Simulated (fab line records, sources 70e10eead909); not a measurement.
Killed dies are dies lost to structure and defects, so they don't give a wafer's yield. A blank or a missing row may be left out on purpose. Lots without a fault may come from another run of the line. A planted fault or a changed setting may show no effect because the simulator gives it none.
Problem report in the 8D (eight disciplines) form, filled by code | flow nand_harc | the parts of the form that need people (team, actions taken, sign-off) are left out

1. THE PROBLEM
cd_nm at NHARC_A_M0_CD_MEAS_09 reads a mean of 46.2 nm on 6 wafers of 2 lots; wafers without a fault read 79.6 nm with a standard deviation of 0.77. That is -43 standard deviations from the usual mean.
The step: target cd 80 nm.
First seen on wafer L852.3, day 21 18:13, on cd_sem-01. The record holds 42 wafers of 14 lots with a number at this step. Rule for "out", or "out of limits": more than 4 standard deviations from the usual mean. The other wafers with a number count as sound.

2. WHAT IT IS AND WHAT IT IS NOT
question                    | is                     | is not
which readings at this step | cd_nm                  | -
which lots                  | L852, L858             | L837, L839, L840, L841, L842, L843, L844, L845, L846, L847, L851, L859
which wafers of those lots  | all that have a number | -
read on which gauges        | cd_sem-01, cd_sem-02   | cd_sem-03
when                        | from day 21 18:13      | up to then (33 sound wafers); but 3 sound wafers of L859 came after

3. SUSPECTS, AND WHAT RULES EACH OUT
Counting: a tool at a process step up to the reading stays a suspect if it ran every lot that is out and no sound lot after the first of them.
- the gauge at NHARC_A_M0_CD_MEAS_09: ruled out. The wafers that are out were read on 2 gauges (cd_sem-01, cd_sem-02).
- arfi_scanner-02 at NHARC_A_M0_EXPOSE_06 (exposes mask A M0, target cd 80 nm): kept. It ran every lot that is out, first L852 (day 21 18:04), and no sound lot after that; its last sound lot up to then is L851 (day 20 07:47). Its own readings are out on those wafers: exposure_dose_mJ_cm2.
Left after counting: arfi_scanner-02 at NHARC_A_M0_EXPOSE_06.

4. THE CAUSE (what the simulator had put in)
Process parameter drift: arfi_scanner-02, from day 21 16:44 on, at NHARC_A_M0_EXPOSE_06. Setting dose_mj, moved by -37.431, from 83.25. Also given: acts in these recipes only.
Counting left only this tool.

5. THE CHAIN OF EFFECTS, in route order
Each row: a reading whose mean over the struck wafers that have a number lies more than 3 standard deviations from the usual. Only readings for which the record gives a usual standard deviation are gone through. hours: the time from each lot's start at the first step in this table that gives one to its start at this step, as a median over the lots. sigmas: the change in usual standard deviations.
hours | step                  | reading              | usual   | on struck wafers | change | sigmas
0     | NHARC_A_M0_EXPOSE_06  | exposure_dose_mJ_cm2 | 83.17   | 49.49            | -33.68 | -99 or more
0     | NHARC_A_M0_CD_MEAS_09 | cd_nm                | 79.6 nm | 46.2             | -33.3  | -43
The process steps in it:
- NHARC_A_M0_EXPOSE_06: exposes mask A M0, target cd 80 nm.

6. WHAT WOULD HAVE CAUGHT IT SOONER
In this record the first reading out of limits at a measuring or inspecting step was taken at day 21 18:13, 1 hour after the fault began at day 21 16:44.
The tool's own readings at NHARC_A_M0_EXPOSE_06 were out on every struck wafer that the step has a row for (exposure_dose_mJ_cm2): an alarm limit on them would have fired on the first of those.
Of the lots that are out (2), L858 began NHARC_A_M0_EXPOSE_06 on arfi_scanner-02 after day 21 18:13. A hold on the tool at that time would have spared it.
